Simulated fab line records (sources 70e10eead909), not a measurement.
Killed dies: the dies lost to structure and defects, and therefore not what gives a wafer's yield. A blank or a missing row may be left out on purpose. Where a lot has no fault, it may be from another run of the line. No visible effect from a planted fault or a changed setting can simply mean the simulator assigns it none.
A struck lot beside a sound one	flow nand_harc	13 steps out of a route of 1302
Sound: the wafers L774.1, L774.2, L774.3. Struck: wafers L776.1, L776.5. (L776.4 of the same lot was not struck and is left out.) The cause comes at the end.
Order at every step that has rows: each side's tool, ch and its chambers, its first start. Under that, the readings that differ: sound wafers	struck wafers	difference of the means	sigmas: that difference in standard deviations of wafers without a fault.
alike: readings with means less than 2 such deviations apart, plus words and numbers identical on both sides. not compared: withheld readings, readings lacking a value on some wafer, bounds such as >300 that could conceal the same value, and numbers that have no deviation in the record and whose values overlap.
The two part at a step that has a row with sigmas, a row that says differs or no value, or rows on one side only. Numbers that have no deviation but don't overlap get no sigmas and don't part them. Lack of a reading on every wafer of one side parts them only where that side has two or more wafers.

first, 1 step without rows for these wafers: NHARC_A_SLIT_SRD_20.
NHARC_A_SLIT_CD_MEAS_21:
  struck on cd_sem-02, day 23 19:30; sound on cd_sem-01, day 22 20:51
  alike: cd_nm
then, 3 steps without rows for these wafers: NHARC_A_SIN_REMOVE_WET_00 (chemistry H3PO4, time 15300 s); NHARC_A_SIN_REMOVE_PRECLEAN_01 (cleans in SC1); NHARC_A_SIN_REMOVE_SRD_02.
NHARC_A_SIN_REMOVE_INSPECT_04:
  struck on defect_inspect-01, day 24 02:07; sound on defect_inspect-02, day 23 03:29
  alike: raw_defect_count
NHARC_A_WL_FILL_ALD_00: deposits Al2O3, target thk 3 nm, pulse time 3 s, ald cycles 30.
  sound on ald_hk-04 ch 0,1,3, day 23 03:34; struck on ald_hk-02 ch 2, day 24 02:10
  alike: heater_power_outer_w, heater_power_w, precursor_pulse_height_rel
NHARC_A_WL_FILL_RTA_01: time 5 s.
  sound on rtp_anneal-02 ch 0, day 23 03:49; struck on rtp_anneal-02 ch 0, day 24 02:26
  alike: lamp_power_pct, lamp_zone_3_pct, wafer_temp_C_max
NHARC_A_WL_FILL_ALD_02: deposits TiN, target thk 2 nm, pulse time 3 s, ald cycles 100.
  sound on ald_metal-03 ch 0,1,2, day 23 04:02; struck on ald_metal-04 ch 1,3, day 24 02:39
  alike: heater_power_outer_w, heater_power_w, precursor_pulse_height_rel
NHARC_A_WL_FILL_CVD_03: deposits W, target thk 40 nm, time 279 s.
  sound on cvd_w-02 ch 0,1, day 23 04:29; struck on cvd_w-02 ch 0,1, day 24 03:05
  alike: heater_power_outer_w, heater_power_w, throttle_valve_pct
NHARC_A_WL_FILL_ETCHBACK_04: etches the open film in NF3, target depth 60 nm, time 120 s.
  sound on rie_metal-02 ch 0,1, day 23 04:51; struck on rie_metal-03 ch 1, day 24 03:30
reading	sound	struck	difference	sigmas
run_length_s (s)	141.0 140.6 141.6	115.7 115.6	-25.4	-49
  alike: drypump_motor_current_A, oes_product_au
  not compared: rf_hours_counter_h
NHARC_A_WL_FILL_ETCHBACK_05: etches the open film in Cl2/BCl3, target depth 22 nm, time 60 s.
  sound on rie_metal-02 ch 0,1, day 23 05:09; struck on rie_metal-03 ch 0,1, day 24 03:42
  alike: drypump_motor_current_A, oes_product_au, run_length_s
  not compared: rf_hours_counter_h
NHARC_END_SORT_01:
  the record has rows for the sound wafers here (prober-02 ch 0, day 27 12:26) and none for the struck ones

## WHERE THEY PART
Last at NHARC_END_SORT_01 as far as this record goes, first at NHARC_A_WL_FILL_ETCHBACK_04.

WHY: what had been put in by the simulator
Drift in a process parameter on rie_metal-03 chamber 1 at NHARC_A_WL_FILL_ETCHBACK_04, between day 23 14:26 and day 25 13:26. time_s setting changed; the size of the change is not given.
